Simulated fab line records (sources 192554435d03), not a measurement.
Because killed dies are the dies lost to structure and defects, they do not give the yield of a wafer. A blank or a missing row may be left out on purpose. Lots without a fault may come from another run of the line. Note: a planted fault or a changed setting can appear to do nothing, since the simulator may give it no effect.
Which tool is to blame? / flow n5-finfet / 35 wafers from 13 lots sampled at 4 of the route's 1938 steps

## WHAT EACH GAUGE READ, for each wafer
N5_SD_EPI_P_CD_MEAS_09 targets a cd of 240 nm.
lot=L417; measured=day 3 08:24; on=cd-sem-02; cd-nm (nm)=239.7 239.4 239.9
lot=L418; measured=day 3 12:30; on=cd-sem-02; cd-nm (nm)=240.6 243.1 241.0
lot=L419; measured=day 3 17:11; on=cd-sem-02; cd-nm (nm)=240.5 240.5
lot=L420; measured=day 4 01:06; on=cd-sem-03; cd-nm (nm)=241.0 240.0 239.6
lot=L422; measured=day 4 12:10; on=cd-sem-02; cd-nm (nm)=239.5 241.0
lot=L423; measured=day 4 16:05; on=cd-sem-01; cd-nm (nm)=240.4 239.6 240.1
lot=L424; measured=day 4 23:21; on=cd-sem-03; cd-nm (nm)=240.5 240.2 240.1
lot=L429; measured=day 6 14:23; on=cd-sem-02; cd-nm (nm)=241.7 240.9
lot=L435; measured=day 7 18:50; on=cd-sem-03; cd-nm (nm)=239.8 239.0 240.3
lot=L436; measured=day 8 00:32; on=cd-sem-03; cd-nm (nm)=241.3 242.5 241.8
lot=L437; measured=day 8 06:38; on=cd-sem-02; cd-nm (nm)=239.9 238.3
lot=L438; measured=day 8 14:51; on=cd-sem-03; cd-nm (nm)=239.3 240.0 239.5
lot=L439; measured=day 8 18:15; on=cd-sem-02; cd-nm (nm)=240.8 242.1 242.2

N5_SDB_OVL_MEAS_12.
lot=L417; measured=day 3 21:25; on=overlay-02; SDB_OVL (nm)=-0.3 0.2 0.2
lot=L418; measured=day 3 23:50; on=overlay-01; SDB_OVL (nm)=1.9 1.6 1.3
lot=L419; measured=day 4 04:50; on=overlay-01; SDB_OVL (nm)=-0.1 0.1
lot=L420; measured=day 4 12:38; on=overlay-02; SDB_OVL (nm)=-0.8 -0.7 -0.1
lot=L422; measured=day 5 00:00; on=overlay-01; SDB_OVL (nm)=1.0 1.2
lot=L423; measured=day 5 05:19; on=overlay-01; SDB_OVL (nm)=0.0 -0.1 0.4
lot=L424; measured=day 5 11:42; on=overlay-01; SDB_OVL (nm)=-0.4 0.6 -0.2
lot=L429; measured=day 7 02:10; on=overlay-02; SDB_OVL (nm)=1.4 0.6
lot=L435; measured=day 8 06:11; on=overlay-01; SDB_OVL (nm)=6.9 8.1 6.7
lot=L436; measured=day 8 12:16; on=overlay-01; SDB_OVL (nm)=6.0 5.8 6.2
lot=L437; measured=day 8 18:21; on=overlay-01; SDB_OVL (nm)=-0.3 1.0
lot=L438; measured=day 9 02:10; on=overlay-02; SDB_OVL (nm)=0.0 0.7 -1.5
lot=L439; measured=day 9 05:51; on=overlay-01; SDB_OVL (nm)=0.1 -0.2 -0.9

## EACH LOT AND THE TOOL THAT RAN IT (in order: tool; ch and the chambers of the sampled wafers; start)
lot=L417; N5_SD_ACTIVATION_RTA_00=rtp-anneal-02 ch 0, day 3 12:28; N5_SDB_EXPOSE_08=arfi-scanner-02 ch 0, day 3 21:16
lot=L418; N5_SD_ACTIVATION_RTA_00=rtp-anneal-01 ch 0, day 3 16:29; N5_SDB_EXPOSE_08=arfi-scanner-02 ch 0, day 3 23:41
lot=L419; N5_SD_ACTIVATION_RTA_00=rtp-anneal-02 ch 0, day 3 21:08; N5_SDB_EXPOSE_08=arfi-scanner-01 ch 0, day 4 04:41
lot=L420; N5_SD_ACTIVATION_RTA_00=rtp-anneal-01 ch 0, day 4 05:06; N5_SDB_EXPOSE_08=arfi-scanner-03 ch 0, day 4 12:29
lot=L422; N5_SD_ACTIVATION_RTA_00=rtp-anneal-01 ch 0, day 4 16:05; N5_SDB_EXPOSE_08=arfi-scanner-03 ch 0, day 4 23:50
lot=L423; N5_SD_ACTIVATION_RTA_00=rtp-anneal-02 ch 0, day 4 19:59; N5_SDB_EXPOSE_08=arfi-scanner-01 ch 0, day 5 05:10
lot=L424; N5_SD_ACTIVATION_RTA_00=rtp-anneal-01 ch 0, day 5 03:17; N5_SDB_EXPOSE_08=arfi-scanner-01 ch 0, day 5 11:32
lot=L429; N5_SD_ACTIVATION_RTA_00=rtp-anneal-02 ch 0, day 6 18:43; N5_SDB_EXPOSE_08=arfi-scanner-01 ch 0, day 7 02:01
lot=L435; N5_SD_ACTIVATION_RTA_00=rtp-anneal-01 ch 0, day 7 22:42; N5_SDB_EXPOSE_08=arfi-scanner-01 ch 0, day 8 06:02
lot=L436; N5_SD_ACTIVATION_RTA_00=rtp-anneal-01 ch 0, day 8 04:31; N5_SDB_EXPOSE_08=arfi-scanner-01 ch 0, day 8 12:07
lot=L437; N5_SD_ACTIVATION_RTA_00=rtp-anneal-02 ch 0, day 8 10:32; N5_SDB_EXPOSE_08=arfi-scanner-03 ch 0, day 8 18:12
lot=L438; N5_SD_ACTIVATION_RTA_00=rtp-anneal-01 ch 0, day 8 18:43; N5_SDB_EXPOSE_08=arfi-scanner-03 ch 0, day 9 02:01
lot=L439; N5_SD_ACTIVATION_RTA_00=rtp-anneal-01 ch 0, day 8 22:21; N5_SDB_EXPOSE_08=arfi-scanner-02 ch 0, day 9 05:42
- N5_SD_ACTIVATION_RTA_00: time 0 s.
- N5_SDB_EXPOSE_08: exposes mask SDB.

## WHAT THE TOOLS THEMSELVES READ (means of the sampled wafers that have a number; where no wafer has one, the mark that the record gives instead)
N5_SD_ACTIVATION_RTA_00.
lot=L417; tool=rtp-anneal-02; lamp-power-pct (%)=8.97; wafer_temp_C_max=973.9
lot=L418; tool=rtp-anneal-01; lamp-power-pct (%)=8.98; wafer_temp_C_max=974.7
lot=L419; tool=rtp-anneal-02; lamp-power-pct (%)=8.97; wafer_temp_C_max=977.1
lot=L420; tool=rtp-anneal-01; lamp-power-pct (%)=8.96; wafer_temp_C_max=975.1
lot=L422; tool=rtp-anneal-01; lamp-power-pct (%)=8.95; wafer_temp_C_max=975.2
lot=L423; tool=rtp-anneal-02; lamp-power-pct (%)=8.99; wafer_temp_C_max=978.3
lot=L424; tool=rtp-anneal-01; lamp-power-pct (%)=8.96; wafer_temp_C_max=973.7
lot=L429; tool=rtp-anneal-02; lamp-power-pct (%)=8.96; wafer_temp_C_max=976.2
lot=L435; tool=rtp-anneal-01; lamp-power-pct (%)=8.97; wafer_temp_C_max=974.9
lot=L436; tool=rtp-anneal-01; lamp-power-pct (%)=8.96; wafer_temp_C_max=974.5
lot=L437; tool=rtp-anneal-02; lamp-power-pct (%)=8.91; wafer_temp_C_max=975.5
lot=L438; tool=rtp-anneal-01; lamp-power-pct (%)=8.94; wafer_temp_C_max=974.3
lot=L439; tool=rtp-anneal-01; lamp-power-pct (%)=8.94; wafer_temp_C_max=974.1

## THE ANSWER, worked out from the rows above alone
Rule: usual is defined by the lots themselves. The widest of any qualifying gaps counts: lots, ordered by their means at a reading, are off when they make up no more than a third of the lots, leave a main group of 4 or more, and stand apart from it by 3 or more times the standard deviation of that group's means. The tables above print the reading to a certain number of digits; a main group whose means all agree to those digits is not used. A lot without any number at a reading at which 4 lots or more have one is off too. Where the step has rows for the other lots, those lots are counted as sound. After the gauges, taken in route order, come the tools' own readings; for these a lot's mean is taken, as printed above. At the first step where some lot is off, the reading lying furthest off is the one used; lots without a number count as furthest.
Off: at N5_SDB_OVL_MEAS_12 (SDB_OVL), L435, L436. The main group: mean 0.3 nm, standard deviation 0.64.
If a tool, at a process step before that reading, ran all the lots that are off and no sound lot after the first of them, it fits. The gauges at N5_SDB_OVL_MEAS_12 are tried like those tools. One fits: arfi-scanner-01 at N5_SDB_EXPOSE_08. Its last sound lot is L429 (day 7 02:01), its first lot that is off L435 (day 8 06:02): a fault that began between those two fits.

## WHAT HAD BEEN PUT IN BY THE SIMULATOR
Scanner matching overlay: arfi-scanner-01, from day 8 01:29 on, at N5_SDB_EXPOSE_08. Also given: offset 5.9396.
Shown lots that were struck: L435, L436. The rule above found the same.
